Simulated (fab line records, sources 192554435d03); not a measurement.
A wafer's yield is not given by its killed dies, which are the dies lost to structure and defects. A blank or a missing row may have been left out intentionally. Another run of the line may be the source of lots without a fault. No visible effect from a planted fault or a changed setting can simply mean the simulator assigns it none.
Matching of chambers / flow n5_finfet / rie_diel-02 running N5_PASSIVATION_PASS_ETCH_74: 4 sister chambers
The step etches SiNx in CF4/O2, target depth 220 nm, time 110 s. 18 wafers are shown with their chamber, then 9 later ones without.

== EACH WAFER AND ITS CHAMBER ==
wafer=L075.1; chamber=0; throttle_valve_pct (%)=15.48; oes_product_au (a.u.)=0.87; showerhead_plenum_p_Torr (Torr)=2.14
wafer=L075.5; chamber=2; throttle_valve_pct (%)=16.21; oes_product_au (a.u.)=0.69; showerhead_plenum_p_Torr (Torr)=2.19
wafer=L075.6; chamber=3; throttle_valve_pct (%)=16.11; oes_product_au (a.u.)=0.71; showerhead_plenum_p_Torr (Torr)=2.16
wafer=L082.1; chamber=1; throttle_valve_pct (%)=15.88; oes_product_au (a.u.)=0.77; showerhead_plenum_p_Torr (Torr)=2.12
wafer=L082.3; chamber=0; throttle_valve_pct (%)=15.51; oes_product_au (a.u.)=0.86; showerhead_plenum_p_Torr (Torr)=2.14
wafer=L082.5; chamber=3; throttle_valve_pct (%)=16.14; oes_product_au (a.u.)=0.70; showerhead_plenum_p_Torr (Torr)=2.16
wafer=L084.1; chamber=0; throttle_valve_pct (%)=15.50; oes_product_au (a.u.)=0.84; showerhead_plenum_p_Torr (Torr)=2.13
wafer=L084.2; chamber=1; throttle_valve_pct (%)=15.90; oes_product_au (a.u.)=0.77; showerhead_plenum_p_Torr (Torr)=2.12
wafer=L084.3; chamber=3; throttle_valve_pct (%)=16.15; oes_product_au (a.u.)=0.71; showerhead_plenum_p_Torr (Torr)=2.16
wafer=L084.4; chamber=2; throttle_valve_pct (%)=16.24; oes_product_au (a.u.)=0.67; showerhead_plenum_p_Torr (Torr)=2.18
wafer=L084.5; chamber=3; throttle_valve_pct (%)=16.16; oes_product_au (a.u.)=0.69; showerhead_plenum_p_Torr (Torr)=2.16
wafer=L084.6; chamber=2; throttle_valve_pct (%)=16.23; oes_product_au (a.u.)=0.67; showerhead_plenum_p_Torr (Torr)=2.18
wafer=L085.1; chamber=1; throttle_valve_pct (%)=15.89; oes_product_au (a.u.)=0.76; showerhead_plenum_p_Torr (Torr)=2.12
wafer=L085.4; chamber=3; throttle_valve_pct (%)=16.15; oes_product_au (a.u.)=0.70; showerhead_plenum_p_Torr (Torr)=2.16
wafer=L085.5; chamber=0; throttle_valve_pct (%)=15.51; oes_product_au (a.u.)=0.84; showerhead_plenum_p_Torr (Torr)=2.13
wafer=L088.2; chamber=1; throttle_valve_pct (%)=15.91; oes_product_au (a.u.)=0.77; showerhead_plenum_p_Torr (Torr)=2.12
wafer=L088.4; chamber=2; throttle_valve_pct (%)=16.26; oes_product_au (a.u.)=0.67; showerhead_plenum_p_Torr (Torr)=2.18
wafer=L088.6; chamber=3; throttle_valve_pct (%)=16.17; oes_product_au (a.u.)=0.70; showerhead_plenum_p_Torr (Torr)=2.15

SIGNATURES (means of the wafers above)
reading=throttle_valve_pct; chamber 0=15.5000; chamber 1=15.8950; chamber 2=16.2350; chamber 3=16.1467; scatter within a chamber=0.018
reading=oes_product_au; chamber 0=0.8525; chamber 1=0.7675; chamber 2=0.6750; chamber 3=0.7017; scatter within a chamber=0.00976
reading=showerhead_plenum_p_Torr; chamber 0=2.1350; chamber 1=2.1200; chamber 2=2.1825; chamber 3=2.1583; scatter within a chamber=0.0043
Rule: for a wafer and a chamber, the distance is found by dividing, reading by reading, the gap between the wafer's reading and the chamber's mean by the reading's scatter, squaring, summing and taking the root. If the next closest chamber is less than 2 further off than the closest, the wafer can't be placed; otherwise it belongs to the closest. The scatter: take each reading less its chamber's mean, square it, sum over the shown wafers, divide by the number of wafers less the number of chambers, and take the root.

== WAFERS WITH NO CHAMBER GIVEN ==
wafer=L091.1; throttle_valve_pct (%)=15.91; oes_product_au (a.u.)=0.75; showerhead_plenum_p_Torr (Torr)=2.11
wafer=L091.2; throttle_valve_pct (%)=15.52; oes_product_au (a.u.)=0.83; showerhead_plenum_p_Torr (Torr)=2.13
wafer=L091.3; throttle_valve_pct (%)=16.16; oes_product_au (a.u.)=0.69; showerhead_plenum_p_Torr (Torr)=2.15
wafer=L091.4; throttle_valve_pct (%)=16.26; oes_product_au (a.u.)=0.67; showerhead_plenum_p_Torr (Torr)=2.18
wafer=L091.5; throttle_valve_pct (%)=16.17; oes_product_au (a.u.)=0.69; showerhead_plenum_p_Torr (Torr)=2.15
wafer=L091.6; throttle_valve_pct (%)=16.25; oes_product_au (a.u.)=0.67; showerhead_plenum_p_Torr (Torr)=2.18
wafer=L097.1; throttle_valve_pct (%)=16.30; oes_product_au (a.u.)=0.66; showerhead_plenum_p_Torr (Torr)=2.18
wafer=L097.2; throttle_valve_pct (%)=16.20; oes_product_au (a.u.)=0.68; showerhead_plenum_p_Torr (Torr)=2.15
wafer=L097.6; throttle_valve_pct (%)=16.20; oes_product_au (a.u.)=0.68; showerhead_plenum_p_Torr (Torr)=2.15

== THE CHAMBER EACH PASSED THROUGH ==
wafer=L091.1; from the rows above=1; in truth=1
wafer=L091.2; from the rows above=0; in truth=0
wafer=L091.3; from the rows above=3; in truth=3
wafer=L091.4; from the rows above=2; in truth=2
wafer=L091.5; from the rows above=3; in truth=3
wafer=L091.6; from the rows above=2; in truth=2
wafer=L097.1; from the rows above=2; in truth=2
wafer=L097.2; from the rows above=3; in truth=3
wafer=L097.6; from the rows above=3; in truth=3
Correct placement for 9 of the 9. From these rows, 0 cannot be placed. Wrongly placed: 0.
